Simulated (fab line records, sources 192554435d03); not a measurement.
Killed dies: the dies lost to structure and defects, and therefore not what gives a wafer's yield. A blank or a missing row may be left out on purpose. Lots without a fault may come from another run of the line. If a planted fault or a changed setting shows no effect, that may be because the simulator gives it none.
Split-lot study :: flow n5-finfet :: 7 lots, 21 wafers read, on a route of 1938 steps

ON THE SPLIT
At N5_SD_EPI_N_EXPOSE_06 (exposes mask SD N BLK, target cd 120 nm), the setting dose-mj was moved away from the recipe's 39.75 on 9 of the 21 wafers read, by -5.1% to +6.7%. The other wafers ran this setting at the recipe's value.

FROM THE SPLIT TO THE READING: what the file shows between them, 2 steps
- N5_SD_EPI_N_PEB_07: peb time 60 s
- N5_SD_EPI_N_DEVELOP_08: develop time 30 s

THE READING
cd-nm, in nm, at N5_SD_EPI_N_CD_MEAS_09 (target cd 120 nm). A value of 119.7 nm with a standard deviation of 0.56 nm is what fault-free wafers of this fab line usually give.

wafer: L076.1
tool, chamber at the split: arfi-scanner-03, 0
dose-mj as run: 39.75
against the recipe: recipe
cd-nm, nm: 119.5
against lot-mates on the recipe: -

wafer: L076.5
tool, chamber at the split: arfi-scanner-03, 0
dose-mj as run: 42.4
against the recipe: +6.7%
cd-nm, nm: 124.5
against lot-mates on the recipe: +5.0

wafer: L076.6
tool, chamber at the split: arfi-scanner-03, 0
dose-mj as run: 42.4
against the recipe: +6.7%
cd-nm, nm: 124.2
against lot-mates on the recipe: +4.7

wafer: L080.4
tool, chamber at the split: arfi-scanner-01, 0
dose-mj as run: 37.73
against the recipe: -5.1%
cd-nm, nm: 116.1
against lot-mates on the recipe: -3.4

wafer: L080.5
tool, chamber at the split: arfi-scanner-01, 0
dose-mj as run: 37.73
against the recipe: -5.1%
cd-nm, nm: 116.1
against lot-mates on the recipe: -3.4

wafer: L080.6
tool, chamber at the split: arfi-scanner-01, 0
dose-mj as run: 39.75
against the recipe: recipe
cd-nm, nm: 119.5
against lot-mates on the recipe: -

wafer: L082.3
tool, chamber at the split: arfi-scanner-03, 0
dose-mj as run: 39.75
against the recipe: recipe
cd-nm, nm: 120.9
against lot-mates on the recipe: -

wafer: L082.4
tool, chamber at the split: arfi-scanner-03, 0
dose-mj as run: 38.83
against the recipe: -2.3%
cd-nm, nm: 118.3
against lot-mates on the recipe: -2.4

wafer: L082.6
tool, chamber at the split: arfi-scanner-03, 0
dose-mj as run: 39.75
against the recipe: recipe
cd-nm, nm: 120.5
against lot-mates on the recipe: -

wafer: L083.3
tool, chamber at the split: arfi-scanner-01, 0
dose-mj as run: 40.92
against the recipe: +2.9%
cd-nm, nm: 121.7
against lot-mates on the recipe: +1.9

wafer: L083.4
tool, chamber at the split: arfi-scanner-01, 0
dose-mj as run: 39.75
against the recipe: recipe
cd-nm, nm: 119.9
against lot-mates on the recipe: -

wafer: L083.5
tool, chamber at the split: arfi-scanner-01, 0
dose-mj as run: 39.75
against the recipe: recipe
cd-nm, nm: 119.8
against lot-mates on the recipe: -

wafer: L084.1
tool, chamber at the split: arfi-scanner-03, 0
dose-mj as run: 39.75
against the recipe: recipe
cd-nm, nm: 119.5
against lot-mates on the recipe: -

wafer: L084.3
tool, chamber at the split: arfi-scanner-03, 0
dose-mj as run: 39.75
against the recipe: recipe
cd-nm, nm: 118.8
against lot-mates on the recipe: -

wafer: L084.6
tool, chamber at the split: arfi-scanner-03, 0
dose-mj as run: 39.75
against the recipe: recipe
cd-nm, nm: 118.7
against lot-mates on the recipe: -

wafer: L085.1
tool, chamber at the split: arfi-scanner-02, 0
dose-mj as run: 39.75
against the recipe: recipe
cd-nm, nm: 119.6
against lot-mates on the recipe: -

wafer: L085.3
tool, chamber at the split: arfi-scanner-02, 0
dose-mj as run: 39.75
against the recipe: recipe
cd-nm, nm: 119.2
against lot-mates on the recipe: -

wafer: L085.6
tool, chamber at the split: arfi-scanner-02, 0
dose-mj as run: 39.75
against the recipe: recipe
cd-nm, nm: 119.1
against lot-mates on the recipe: -

wafer: L096.3
tool, chamber at the split: arfi-scanner-02, 0
dose-mj as run: 41.03
against the recipe: +3.2%
cd-nm, nm: 122.0
against lot-mates on the recipe: no lot-mate on the recipe

wafer: L096.5
tool, chamber at the split: arfi-scanner-02, 0
dose-mj as run: 41.03
against the recipe: +3.2%
cd-nm, nm: 121.7
against lot-mates on the recipe: no lot-mate on the recipe

wafer: L096.6
tool, chamber at the split: arfi-scanner-02, 0
dose-mj as run: 41.03
against the recipe: +3.2%
cd-nm, nm: 122.5
against lot-mates on the recipe: no lot-mate on the recipe

THE FIT
A straight line over all 21 wafers: cd-nm changes by +0.707 nm for each +1% of dose-mj; r = +0.97; the points scatter about the line by 0.52 nm.
The same after taking each lot's own level away (the mean of its wafers on the recipe; 18 wafers): +0.714 nm for each +1%; r = +0.99; scatter 0.29 nm.
According to that fit, moving dose-mj by its largest amount changes the reading by 4.8 nm.
The lots' own levels span 119.00 to 120.70 nm, that is 3.0 times the standard deviation above.
The two slopes are in agreement: the lot-to-lot level therefore moves the slope only a little.
Check: for one of the wafers moved furthest among these (+6.7%), held out of the fit, the line's prediction against its lot-mates is +4.61 nm. Against them it came out at +5 nm.

ADDITIONAL SPLITS CARRIED BY THESE WAFERS
Other splits were also applied to these wafers ahead of the reading. Each is held against what the fit with the lots' levels taken away leaves over:
other split on the same wafers: N5_FIN_CUT_COAT_29 spin-rpm
wafers away from the commonest value: 5
r with cd-nm (lot level and that fit taken away): -0.20

other split on the same wafers: N5_DUMMY_GATE_CVD_03 temp-c
wafers away from the commonest value: 12
r with cd-nm (lot level and that fit taken away): +0.11

other split on the same wafers: N5_DUMMY_GATE_COAT_28 spin-rpm
wafers away from the commonest value: 9
r with cd-nm (lot level and that fit taken away): +0.18

THE WHOLE CHAIN: every reading that the file lists as answering this split, in the file's order
step: N5_SD_EPI_N_CD_MEAS_09
what it does: target cd 120 nm
reading: cd-nm
change (the file's fit): +0.725 nm for each +1% of the setting
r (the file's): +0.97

step: N5_SD_EPI_N_DESCUM_14
what it does: chemistry O2, time 7.9 s
reading: SD_EPI_N.cd-nm (the simulator's own value, which no gauge read)
change (the file's fit): +0.721 nm for each +1% of the setting
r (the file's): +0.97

step: N5_SD_EPI_N_ETCH_34
what it does: etches SiARC in CF4, target depth 45.5 nm, time 75.8 s
reading: SD_EPI_N.cd-nm (the simulator's own value, which no gauge read)
change (the file's fit): +0.731 nm for each +1% of the setting
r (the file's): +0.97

step: N5_SD_EPI_N_ETCH_35
what it does: etches SOC in N2/H2, overetch 108 nm, time 486 s
reading: SD_EPI_N.cd-nm (the simulator's own value, which no gauge read)
change (the file's fit): +0.712 nm for each +1% of the setting
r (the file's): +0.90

step: N5_SD_EPI_N_ETCHBACK_44
what it does: etches SiNx in CH3F/O2, stops on SiO2, target depth 14.5 nm
reading: SD_EPI_N.cd-nm (the simulator's own value, which no gauge read)
change (the file's fit): +0.695 nm for each +1% of the setting
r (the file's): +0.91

THE FILE'S OWN FIT
cd-nm changes by +0.725 nm for each +1% of dose-mj, r = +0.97.
